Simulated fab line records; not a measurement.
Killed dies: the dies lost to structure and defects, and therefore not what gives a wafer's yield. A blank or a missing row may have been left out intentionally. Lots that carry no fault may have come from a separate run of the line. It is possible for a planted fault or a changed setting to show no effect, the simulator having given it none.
Which of the tools did it? ; flow nand harc ; 18 wafers from 6 lots sampled at 3 of the route's 1302 steps

== WHAT THE GAUGES READ, wafer by wafer ==
NHARC_A_ONON_D1_THK_MEAS_05: measures by ellipsometry.
lot;measured;on;thk nm (nm)
L110;day 8 09:44;film metro-01;998 996 997
L111;day 9 02:27;film metro-02;996 994 995
L113;day 9 18:42;film metro-02;988 989 987
L116;day 11 07:16;film metro-01;675 676 673
L125;day 15 00:58;film metro-01;997 997 996
L128;day 16 10:29;film metro-02;1005 1007 1008

== TOOL THAT RAN EACH LOT (tool first, then ch and the chambers of the sampled wafers, then the start) ==
lot;NHARC_P_BONDPAD_ACTIVATE_29;NHARC_A_ONON_D1_DEP_03
L110;rie diel-09 ch 2,3, day 7 08:53;pecvd onon-02 ch 0, day 8 09:17
L111;rie diel-03 ch 0,2,3, day 7 23:23;pecvd onon-04 ch 0, day 9 01:57
L113;rie diel-08 ch 0,2, day 8 18:28;pecvd onon-04 ch 0, day 9 18:15
L116;rie diel-09 ch 0,2, day 10 07:43;pecvd onon-04 ch 0, day 11 06:49
L125;rie diel-03 ch 0,1,2, day 14 01:22;pecvd onon-02 ch 0, day 15 00:30
L128;rie diel-09 ch 0,2,3, day 15 04:59;pecvd onon-01 ch 0, day 16 10:04
- NHARC_P_BONDPAD_ACTIVATE_29: chemistry N2, time 60 s.
- NHARC_A_ONON_D1_DEP_03: target thk 1000 nm.

== THE ANSWER, worked out from the rows above alone ==
Rule: the usual values come from the lots themselves. The widest of any qualifying gaps counts: lots, ordered by their means at a reading, are off when they make up no more than a third of the lots, leave a main group of 4 or more, and stand apart from it by 3 or more times the standard deviation of that group's means. If all means in a main group match to the digits the tables above print for the reading, that group is not used. Also off: a lot with no number at a reading for which 4 or more lots have one. All remaining lots with rows at the step are treated as sound.
Off, at NHARC_A_ONON_D1_THK_MEAS_05 on thk nm: L116. The main group has a mean of 997 nm with a standard deviation of 6.
If a tool, at a process step before that reading, ran all the lots that are off and no sound lot after the first of them, it fits. Those tools and the gauges at NHARC_A_ONON_D1_THK_MEAS_05 are tried in the same way. One fits: pecvd onon-04 at NHARC_A_ONON_D1_DEP_03. A fault onset in the window from L113 (day 9 18:15, its last sound lot) to L116 (day 11 06:49, its first lot off) fits.

== WHAT HAD BEEN PUT IN BY THE SIMULATOR ==
pecvd onon-04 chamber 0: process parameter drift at NHARC_A_ONON_D1_DEP_03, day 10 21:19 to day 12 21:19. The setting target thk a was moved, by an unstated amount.
Lots struck among those shown: L116. The rule above reached the same finding.
